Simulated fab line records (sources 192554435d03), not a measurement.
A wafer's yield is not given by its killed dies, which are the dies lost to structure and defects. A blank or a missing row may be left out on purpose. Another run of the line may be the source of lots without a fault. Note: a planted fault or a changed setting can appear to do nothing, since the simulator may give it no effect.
fab line records	flow n5-finfet
record lots=9	wafers=24	last-day=17
route steps=1938 shown FIN_SAQP@99 BEOL_M4@1111 PASSIVATION@1936
lots that met no fault: taken from a fault-free run of the same line
start-h: hours from the record's opening day to when the first of the lot's shown wafers began	wait-h: hours from the lot's prior step to this one	" repeats the value in the row above	L1.1+2: several wafers, shown together as one row	- value missing, or start not given	* or withheld: withheld	< > ~ a bound
route shown NAME@n: NAME is a module with steps in the file, n the number in the route of the first one	usual: average and standard deviation across the fault-free wafers	same: alike in all rows	chamber/n: place in a boat	sites: the reading at each site	_std_site: the values' standard deviation	_edge_site: the outer-site mean with the inner-site mean subtracted	radius-mm: how far each site lies from the wafer's centre	mask NAME#n: copy n	behind: the tool/chamber that last shaped the wafer	hold: why the lot went on hold/how many hours it stayed there/how the hold came to an end	device: transistor that didn't switch, given as n, p or np	end of line: at the end of the route, the tests of the same wafers	where a step has no rows: the recipe by itself	killed: at the first sort, the dies lost to defects and structure; wafer yield is something else	map: per-die view of a wafer (x killed, . not killed, _ where there is no die)
set.NAME: the setting that was run; set.NAME@STEP: the one run at that earlier step	model.NAME: the simulator's own value behind a step, which no gauge read
the route's steps for a sample of lots (tables are steps, rows are wafers)
services: a tool's chamber out of use, with start hour (start-h, from the record's first day; less than 0 if before it), hours out, and reason
## steps
# step N5_FIN_SAQP_PECVD_48
# recipe material=SiNx	target-thk-a=250	temp-c=400	precursor=SiH4/NH3/N2	pressure-torr=1.5	rf-w=300	time-s=22.1
# usual heater-power-w=751/92	showerhead-plenum-p-Torr=5.19/0.087	throttle-valve-pct=39.5/2.2
lot.wafer	tool	chamber	start-h	wait-h	heater-power-w	showerhead-plenum-p-Torr	throttle-valve-pct
L288.1	pecvd-02	0	21.02	0.0	855	5.14	42.6
L288.2	"	1	"	"	651	5.23	39.3
L288.3	"	2	"	"	926	5.12	38.1
L289.3	pecvd-04	1	27.74	0.0	701	5.33	40.0
L289.4	"	0	"	"	795	5.12	38.1
L289.6	"	1	"	"	693	5.35	39.8
L295.1	pecvd-02	0	63.90	0.0	797	5.15	42.7
L295.2	"	2	"	"	971	5.11	38.2
L295.5	"	2	"	"	978	5.10	38.2
L301.5	pecvd-02	1	101.64	0.0	689	5.22	39.4
L301.6	"	0	"	"	807	5.15	42.6
L304.3	pecvd-02	2	117.56	0.0	931	5.13	38.4
L304.4	"	0	"	"	737	5.16	42.7
L305.3	pecvd-02	0	123.37	0.0	868	5.15	42.9
L305.4	"	2	"	"	938	5.12	38.7
L308.4	pecvd-01	1	141.54	0.0	644	5.27	42.8
L308.5	"	0	"	"	832	5.05	39.3
L308.6	"	1	"	"	652	5.25	42.8
L309.2	pecvd-04	1	147.24	0.0	738	5.33	39.8
L309.4	"	0	"	"	695	5.11	38.9
L309.5	"	2	"	"	603	5.14	35.2
L310.1	pecvd-04	2	152.76	0.0	652	5.15	35.5
L310.2	"	0	"	"	710	5.11	38.6
L310.4	"	2	"	"	652	5.15	35.6
# step N5_FIN_SAQP_DESCUM_21
# recipe chemistry=O2	time-s=7.9	source-power-w=50	bias-power-w=20	pressure-mtorr=20	rf-frequency-hz=2.712e+07	temp-c=40	resist=CAR-ArF	o2-flow-sccm=225
# usual drypump-motor-current-A=5.5/0.36	oes-product-au=0.79/0.096	rf-vpp-V=243.2/1.5	showerhead-plenum-p-Torr=2.08/0.082	throttle-valve-pct=20.34/0.14
lot.wafer	tool	chamber	start-h	wait-h	drypump-motor-current-A	oes-product-au	rf-hours-counter-h	rf-vpp-V	showerhead-plenum-p-Torr	throttle-valve-pct
L288.1	rie-diel-05	2	21.63	0.0	5.9	0.76	138	245.5	2.20	20.31
L288.2	"	0	"	"	5.0	0.89	21	244.3	2.13	19.92
L288.3	"	3	"	"	5.7	0.72	214	241.8	1.96	20.50
L289.3	rie-diel-04	2	28.50	0.0	4.8	0.70	243	242.6	2.07	20.73
L289.4	"	1	"	"	5.3	0.75	160	245.2	2.17	20.46
L289.6	"	3	"	"	5.7	0.74	-	242.1	1.99	20.20
L295.1	rie-diel-04	2	65.59	1.0	4.8	1.00	0	241.3	2.07	20.30
L295.2	"	0	"	"	5.9	0.73	154	241.5	1.99	20.41
L295.5	"	1	"	"	5.3	0.73	-	244.3	2.16	20.49
L301.5	rie-diel-02	0	102.35	0.0	5.7	0.73	-	242.1	1.99	20.37
L301.6	"	3	"	"	5.4	0.96	-	243.2	2.13	20.23
L304.3	rie-diel-05	0	118.49	0.2	5.0	0.84	58	242.8	2.12	19.99
L304.4	"	2	"	"	5.9	0.73	-	245.1	2.19	20.38
L305.3	rie-diel-02	2	124.09	0.0	5.9	0.72	180	244.6	2.16	20.43
L305.4	"	0	"	"	5.7	0.72	182	240.4	1.99	20.38
L308.4	rie-diel-02	0	142.15	0.0	5.6	0.72	188	241.2	1.99	20.39
L308.5	"	0	"	"	5.7	0.71	-	241.3	1.99	20.40
L308.6	"	3	"	"	5.4	0.94	-	243.4	2.13	20.24
L309.2	rie-diel-02	2	147.95	0.0	5.9	0.73	187	243.8	2.16	20.42
L309.4	"	1	"	"	5.0	0.90	22	243.1	2.15	20.24
L309.5	"	2	"	"	5.9	0.73	-	246.3	2.16	20.44
L310.1	rie-diel-02	2	153.47	0.0	5.9	0.71	189	244.0	2.15	20.44
L310.2	"	3	"	"	5.3	0.93	28	243.3	2.13	20.23
L310.4	"	1	"	"	5.0	0.89	24	244.4	2.15	20.24
# step N5_FIN_SAQP_SPACER1_ALD_24
# recipe material=SiO2	target-thk-a=203	temp-c=300	ald-precursor-family=BDEAS	ald-co-reactant=O2-plasma	pulse-time-s=1	purge-time-s=2	co-reactant-purge-time-s=2	ald-cycles=218	pressure-torr=2
# usual heater-power-w=490/41	precursor-pulse-height-rel=1.000/0.022
lot.wafer	tool	chamber	start-h	wait-h	heater-power-w	precursor-pulse-height-rel
L288.1	ald-sin-03	2	23.69	1.2	490	1.007
L288.2	"	3	"	"	497	0.991
L288.3	"	1	"	"	507	1.031
L289.3	ald-sin-02	3	30.07	0.1	443	0.966
L289.4	"	1	"	"	445	1.018
L289.6	"	3	"	"	428	0.943
L295.1	ald-sin-01	0	66.90	0.3	405	1.043
L295.2	"	1	"	"	468	0.983
L295.5	"	1	"	"	498	1.021
L301.5	ald-sin-01	3	105.57	2.0	489	0.999
L301.6	"	0	"	"	411	0.988
L304.3	ald-sin-01	0	119.58	0.1	413	0.956
L304.4	"	2	"	"	592	0.972
L305.3	ald-sin-03	1	125.51	0.1	518	0.999
L305.4	"	3	"	"	497	0.971
L308.4	ald-sin-03	1	143.32	0.1	508	0.989
L308.5	"	2	"	"	499	1.004
L308.6	"	1	"	"	515	1.048
L309.2	ald-sin-03	2	149.04	0.3	488	1.018
L309.4	"	3	"	"	496	1.019
L309.5	"	3	"	"	506	0.965
L310.1	ald-sin-03	3	154.58	0.3	489	1.059
L310.2	"	2	"	"	504	1.010
L310.4	"	1	"	"	514	1.006
# step N5_FIN_SAQP_ETCH_57
# recipe chemistry=CH3F/O2	target=SiNx	mask-material=SiO2	target-depth-a=325	time-s=46.4	pressure-mtorr=30	source-w=395	bias-w=73	Ar_flow_sccm=150	CH3F_flow_sccm=30	O2_flow_sccm=20	ion-energy-ev=120	ends=cleared
# usual bias-w=72.98/0.22	drypump-motor-current-A=5.5/0.36	etch-rf-on-time-s=46.4/0.95	oes-product-au=0.67/0.072	rf-vpp-V=297/4.1	showerhead-plenum-p-Torr=2.00/0.078	throttle-valve-pct=16.30/0.2
lot.wafer	tool	chamber	start-h	wait-h	bias-w	drypump-motor-current-A	etch-rf-on-time-s	oes-product-au	rf-hours-counter-h	rf-vpp-V	showerhead-plenum-p-Torr	throttle-valve-pct
L288.1	rie-diel-05	3	24.65	0.0	73.15	5.7	47.0	0.60	215	294	1.89	16.54
L288.2	"	0	"	"	72.68	4.9	46.4	0.76	22	297	2.03	15.80
L288.3	"	2	"	"	73.10	5.9	46.4	0.65	139	301	2.09	16.18
L289.3	rie-diel-02	2	31.03	0.0	73.08	5.9	45.3	0.65	151	292	2.09	16.45
L289.4	"	2	"	"	73.00	5.9	45.7	0.64	-	290	2.09	16.46
L289.6	"	0	"	"	73.23	5.7	46.4	0.63	-	300	1.93	16.35
L295.1	rie-diel-05	0	68.19	0.3	73.10	4.9	47.7	0.73	38	297	2.02	15.82
L295.2	"	2	"	"	73.02	5.9	46.7	0.64	154	300	2.08	16.20
L295.5	"	2	"	"	73.04	5.9	47.6	0.64	-	298	2.08	16.22
L301.5	rie-diel-04	3	106.29	0.1	72.76	5.6	70.3	0.61	-	306	1.90	16.28
L301.6	"	2	"	"	73.08	4.8	47.0	0.80	-	302	1.96	16.13
L304.3	rie-diel-02	2	120.55	0.0	72.90	5.9	67.9	0.62	179	291	2.08	16.49
L304.4	"	3	"	"	72.82	5.4	45.5	0.80	18	297	2.04	16.15
L305.3	rie-diel-02	0	126.47	0.0	72.71	5.6	69.3	0.62	183	300	1.92	16.40
L305.4	"	1	"	"	73.14	4.9	46.5	0.77	17	293	2.05	16.02
L308.4	rie-diel-02	2	144.29	0.0	73.36	6.0	46.3	0.62	186	290	2.07	16.51
L308.5	"	3	"	"	72.95	5.4	45.4	0.79	-	298	2.04	16.15
L308.6	"	2	"	"	72.97	5.9	44.6	0.63	-	290	2.07	16.52
L309.2	rie-diel-02	1	150.11	0.1	73.06	5.0	45.8	0.76	23	293	2.05	16.07
L309.4	"	3	"	"	73.08	5.4	45.6	0.78	26	296	2.04	16.16
L309.5	"	2	"	"	73.12	5.9	45.8	0.62	-	290	2.07	16.51
L310.1	rie-diel-05	0	155.54	0.0	72.58	4.9	46.9	0.69	73	297	2.01	15.88
L310.2	"	3	"	"	72.69	5.7	46.8	0.78	9	299	2.13	16.13
L310.4	"	1	"	"	73.05	5.5	47.4	0.63	183	301	1.92	16.50
# step N5_FIN_SAQP_ETCH_67
# recipe chemistry=CH3F/O2	target=SiNx	target-depth-a=300	mask-material=SOC	pressure-mtorr=30	source-w=395	bias-w=73	Ar_flow_sccm=150	CH3F_flow_sccm=30	O2_flow_sccm=20	ion-energy-ev=120
# usual bias-w=72.99/0.2	drypump-motor-current-A=5.4/0.38	oes-product-au=0.78/0.09	rf-vpp-V=297/4.2	showerhead-plenum-p-Torr=1.99/0.074	throttle-valve-pct=16.32/0.23
lot.wafer	tool	chamber	start-h	wait-h	bias-w	drypump-motor-current-A	oes-product-au	rf-hours-counter-h	rf-vpp-V	showerhead-plenum-p-Torr	throttle-valve-pct
L288.1	rie-diel-02	0	25.38	0.0	73.35	5.7	0.75	150	301	1.93	16.35
L288.2	"	2	"	"	72.66	5.9	0.76	148	290	2.09	16.47
L288.3	"	1	"	"	72.93	5.0	0.67	240	293	2.06	16.44
L289.3	rie-diel-04	1	31.76	0.0	73.03	5.3	0.74	162	296	2.09	16.53
L289.4	"	2	"	"	72.94	4.8	0.69	244	302	1.97	16.60
L289.6	"	1	"	"	73.29	5.3	0.75	-	295	2.09	16.52
L295.1	rie-diel-04	2	69.14	0.0	72.54	4.8	0.97	3	303	1.96	16.13
L295.2	"	3	"	"	73.00	5.6	0.73	155	307	1.90	16.26
L295.5	"	2	"	"	72.62	4.8	0.98	-	301	1.96	16.13
L301.5	rie-diel-02	1	107.20	0.0	73.14	5.0	0.92	-	294	2.06	16.05
L301.6	"	0	"	"	73.24	5.7	0.73	-	300	1.92	16.41
L304.3	rie-diel-05	0	121.28	0.0	72.89	5.0	0.82	59	296	2.01	15.87
L304.4	"	1	"	"	73.13	5.5	0.75	-	300	1.92	16.50
L305.3	rie-diel-04	3	127.20	0.0	72.72	5.6	0.71	176	305	1.90	16.31
L305.4	"	2	"	"	72.63	4.8	0.91	23	301	1.96	16.16
L308.4	rie-diel-05	0	145.02	0.0	72.97	5.0	0.81	69	295	2.01	15.89
L308.5	"	1	"	"	73.08	5.5	0.75	-	301	1.92	16.50
L308.6	"	2	"	"	72.91	5.9	0.72	-	299	2.07	16.28
L309.2	rie-diel-04	1	150.98	0.0	72.95	5.3	0.71	208	294	2.07	16.62
L309.4	"	2	"	"	72.92	4.8	0.89	30	302	1.96	16.20
L309.5	"	3	"	"	73.07	5.6	0.71	-	304	1.90	16.33
L310.1	rie-diel-02	2	156.27	0.0	73.03	5.9	0.72	191	289	2.07	16.54
L310.2	"	0	"	"	73.28	5.7	0.71	192	301	1.91	16.45
L310.4	"	1	"	"	73.21	5.0	0.88	25	293	2.05	16.08
# step N5_BEOL_M4_RC_MEAS_101
# usual DIBL_N=36.9/1.7	DIBL_P=36.7/2.1	IOFF_N=0.17/0.032	IOFF_P=0.22/0.036	ION_N=674/12	ION_P=461/7	SS_N=71.7/0.6	SS_P=73.4/0.67	VT_N=249/3.1	VT_P=-250/3.2
lot.wafer	tool	chamber	start-h	wait-h	DIBL_N[mV/V]	DIBL_P[mV/V]	IOFF_N[nA/um]	IOFF_P[nA/um]	ION_N[uA/um]	ION_P[uA/um]	SS_N[mV/dec]	SS_P[mV/dec]	VT_N[mV]	VT_P[mV]
L288.1	prober-01	0	169.52	0.0	35.5	35.5	0.14	0.18	657	448	71.7	72.8	253	-254
L288.2	"	0	"	"	36.4	36.6	0.15	0.20	674	464	71.3	73.2	254	-251
L288.3	"	0	"	"	35.7	34.9	0.14	0.18	666	456	70.9	73.1	250	-251
L289.3	prober-02	0	192.31	0.3	37.7	37.5	0.18	0.22	674	463	71.6	73.8	250	-249
L289.4	"	0	"	"	36.5	35.6	0.16	0.19	666	456	71.3	73.2	250	-252
L289.6	"	0	"	"	36.5	36.0	0.16	0.19	676	453	71.7	73.5	250	-252
L295.1	prober-01	0	200.16	0.0	36.3	36.9	0.17	0.23	685	471	71.0	73.6	245	-246
L295.2	"	0	"	"	35.7	35.5	0.14	0.21	662	460	71.5	73.7	250	-250
L295.5	"	0	"	"	37.0	37.6	0.17	0.25	676	467	71.1	72.9	248	-246
L301.5	prober-02	0	250.28	0.6	37.8	38.5	0.19	0.21	682	456	71.6	73.5	246	-252
L301.6	"	0	"	"	36.9	37.2	0.17	0.19	686	459	71.6	74.1	250	-251
L304.3	prober-01	0	253.16	0.3	37.6	36.9	0.18	0.19	671	455	72.4	72.8	248	-251
L304.4	"	0	"	"	36.9	36.5	0.15	0.18	660	456	71.9	72.7	252	-252
L305.3	prober-02	0	271.24	0.3	35.0	34.8	0.13	0.20	654	458	71.2	72.8	252	-252
L305.4	"	0	"	"	32.8	32.0	0.11	0.16	660	455	70.6	72.6	253	-255
L308.4	prober-01	0	289.45	0.5	35.4	37.3	0.16	0.21	681	464	71.1	73.6	248	-250
L308.5	"	0	"	"	37.0	37.7	0.17	0.22	682	465	70.8	73.7	248	-249
L308.6	"	0	"	"	35.2	37.1	0.15	0.21	682	461	71.0	73.0	250	-249
L309.2	prober-02	0	293.19	0.2	35.5	34.9	0.14	0.19	673	462	72.0	73.8	254	-250
L309.4	"	0	"	"	32.0	30.8	0.10	0.14	651	452	69.8	72.5	255	-255
L309.5	"	0	"	"	35.6	34.9	0.14	0.20	667	462	71.3	73.7	255	-251
L310.1	prober-02	0	295.20	0.0	37.5	38.7	0.20	0.28	681	473	72.4	74.4	244	-247
L310.2	"	0	"	"	38.9	40.3	0.23	0.30	696	471	72.0	74.2	245	-243
L310.4	"	0	"	"	35.0	35.1	0.14	0.22	660	468	71.2	73.2	251	-249
# step N5_PASSIVATION_PROBE_49
# usual defect-limited-yield=91.7/1.5	killed_at_M0_to_M3=32/9.6	killed_at_M4_up=13/5.3	killed-at-contacts=12/6.8	killed-at-front-end=36/9.8	killed-at-other=4/3.1	killed-dies=98/17	killed-on-rim=13/4	killed-open=65/13	killed-short=32/8.5	sort_bin_5_function=4.9/0.93	sort_bin_6_memory=3.2/0.67	sort_bin_8_speed=0.00/0.02	sort-n-pass=1082/17
# same gross-dies=1180	killed-at-back-side=0	sort_bin_4_leakage[%]=0
lot.wafer	tool	chamber	start-h	wait-h	defect-limited-yield[%]	killed_at_M0_to_M3	killed_at_M4_up	killed-at-contacts	killed-at-front-end	killed-at-other	killed-dies	killed-on-rim	killed-open	killed-short	sort_bin_5_function[%]	sort_bin_6_memory[%]	sort_bin_8_speed[%]	sort-n-pass
L301.5	prober-02	-	351.58	0.2	90.0	43	22	6	39	8	118	16	75	41	5.7	3.8	0	1062
# killed by level:class
L301.5 STI_FIN_REVEAL:geometric-particle:open=15 BEOL_M0_SAQP:geometric-particle:short=10 BEOL_M4:geometric-particle:open=8 BEOL_M2:geometric-particle:open=6 BEOL_M0_SAQP:geometric-particle:open=6 BEOL_M1:geometric-particle:open=6 BEOL_M3:geometric-particle:open=6 FIN_SAQP:geometric-particle:short=5
## services
tool	chamber	start-h	hours	kind
pecvd-02	-	0.35	2.8	pm
ald-sin-02	3	8.39	2.6	repair
ald-sin-02	-	23.39	0.9	repair
rie-diel-05	-	23.58	0.9	repair
rie-diel-02	3	26.26	-	clean
rie-diel-02	3	26.26	-	consumable-replace:focus-ring
rie-diel-02	3	26.26	27.9	scheduled-down
rie-diel-02	3	26.26	27.9	vent-cycle
ald-sin-03	0	28.07	2.9	repair
ald-sin-01	-	30.57	1.3	repair
pecvd-04	2	52.32	3.7	repair
rie-diel-02	-	63.38	14.6	pm
ald-sin-01	-	71.39	28.1	pm
pecvd-04	-	81.37	1.5	repair
ald-sin-02	-	86.82	14.0	pm
pecvd-04	1	90.78	7.1	repair
ald-sin-03	-	99.72	6.0	pm
rie-diel-04	-	99.96	4.3	pm
ald-sin-01	-	100.97	0.3	repair
rie-diel-02	-	110.97	2.8	pm
rie-diel-05	0	113.45	3.9	repair
rie-diel-05	-	116.55	0.5	repair
rie-diel-04	3	144.48	1.3	repair
pecvd-01	1	151.00	6.7	repair
## key
first-sign step=N5_FIN_SAQP_ETCH_57	reading=etch-rf-on-time-s	direction=up	sigmas=24	usual=*	struck=*
effect none on later readings
met-at N5_FIN_SAQP_PECVD_48
struck-lots L301,L304,L305
struck-wafers L301.5,L304.3,L305.3
not-acting-at N5_FIN_SAQP_DESCUM_21,N5_FIN_SAQP_SPACER1_ALD_24,N5_FIN_SAQP_ETCH_67
onset-between 63.90 101.64
fault kind=process-parameter-drift	tool=pecvd-02	chamber=-	onset-h=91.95	steps=N5_FIN_SAQP_PECVD_48	channel=time-s	offset=*	shape=step	end-h=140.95	scope=struck-wafers-only	acts-in=*	stated=*
